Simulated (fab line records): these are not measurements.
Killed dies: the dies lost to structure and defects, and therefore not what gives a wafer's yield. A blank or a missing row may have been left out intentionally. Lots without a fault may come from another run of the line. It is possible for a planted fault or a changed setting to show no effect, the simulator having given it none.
Matching of chambers || flow nand harc || pecvd-04 running NHARC_A_STAIRCASE_DEP_325: 3 sister chambers
The step deposits SiO2, target thk 7200 nm. 18 wafers are shown with their chamber, then 9 later ones without.

WAFERS WITH THEIR CHAMBER
{"wafer": "L074.1", "chamber": 0, "heater power w (W)": 822}
{"wafer": "L074.3", "chamber": 1, "heater power w (W)": 941}
{"wafer": "L074.5", "chamber": 1, "heater power w (W)": 797}
{"wafer": "L076.1", "chamber": 2, "heater power w (W)": 540}
{"wafer": "L076.4", "chamber": 2, "heater power w (W)": 533}
{"wafer": "L076.5", "chamber": 1, "heater power w (W)": 797}
{"wafer": "L079.1", "chamber": 1, "heater power w (W)": 938}
{"wafer": "L079.2", "chamber": 0, "heater power w (W)": 761}
{"wafer": "L079.6", "chamber": 1, "heater power w (W)": 814}
{"wafer": "L080.3", "chamber": 2, "heater power w (W)": 544}
{"wafer": "L080.5", "chamber": 0, "heater power w (W)": 645}
{"wafer": "L080.6", "chamber": 2, "heater power w (W)": 548}
{"wafer": "L084.3", "chamber": 2, "heater power w (W)": 549}
{"wafer": "L084.4", "chamber": 2, "heater power w (W)": 533}
{"wafer": "L084.6", "chamber": 1, "heater power w (W)": 813}
{"wafer": "L085.2", "chamber": 1, "heater power w (W)": 893}
{"wafer": "L085.4", "chamber": 2, "heater power w (W)": 539}
{"wafer": "L085.6", "chamber": 0, "heater power w (W)": 631}

SIGNATURES (averages over the wafers above)
{"reading": "heater power w", "chamber 0": 714.75, "chamber 1": 856.14, "chamber 2": 540.86, "scatter within a chamber": 58.7}
Rule: distance of a wafer from a chamber = root of the sum over the readings of ((wafer's reading minus chamber's mean) / reading's scatter) squared. The wafer belongs to the nearest chamber; if the next one is less than 2 further off, it can't be placed. The scatter: take each reading less its chamber's mean, square it, sum over the shown wafers, divide by the number of wafers less the number of chambers, and take the root.

WAFERS MISSING THEIR CHAMBER
{"wafer": "L092.3", "heater power w (W)": 896}
{"wafer": "L092.4", "heater power w (W)": 530}
{"wafer": "L092.5", "heater power w (W)": 648}
{"wafer": "L094.2", "heater power w (W)": 788}
{"wafer": "L094.3", "heater power w (W)": 919}
{"wafer": "L094.4", "heater power w (W)": 652}
{"wafer": "L095.1", "heater power w (W)": 718}
{"wafer": "L095.2", "heater power w (W)": 662}
{"wafer": "L095.3", "heater power w (W)": 964}

CHAMBER TAKEN BY EACH
{"wafer": "L092.3", "from the rows above": 1, "in truth": 1}
{"wafer": "L092.4", "from the rows above": 2, "in truth": 2}
{"wafer": "L092.5", "from the rows above": "can't be placed: 0 or 2", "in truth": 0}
{"wafer": "L094.2", "from the rows above": "can't be placed: 1 or 0", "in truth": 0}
{"wafer": "L094.3", "from the rows above": 1, "in truth": 1}
{"wafer": "L094.4", "from the rows above": "can't be placed: 0 or 2", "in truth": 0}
{"wafer": "L095.1", "from the rows above": 0, "in truth": 0}
{"wafer": "L095.2", "from the rows above": "can't be placed: 0 or 2", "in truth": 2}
{"wafer": "L095.3", "from the rows above": 1, "in truth": 1}
Correctly placed: 5 of 9. Not placeable from these rows: 4 (in 4, the candidates include the true chamber). Wrongly placed: 0.
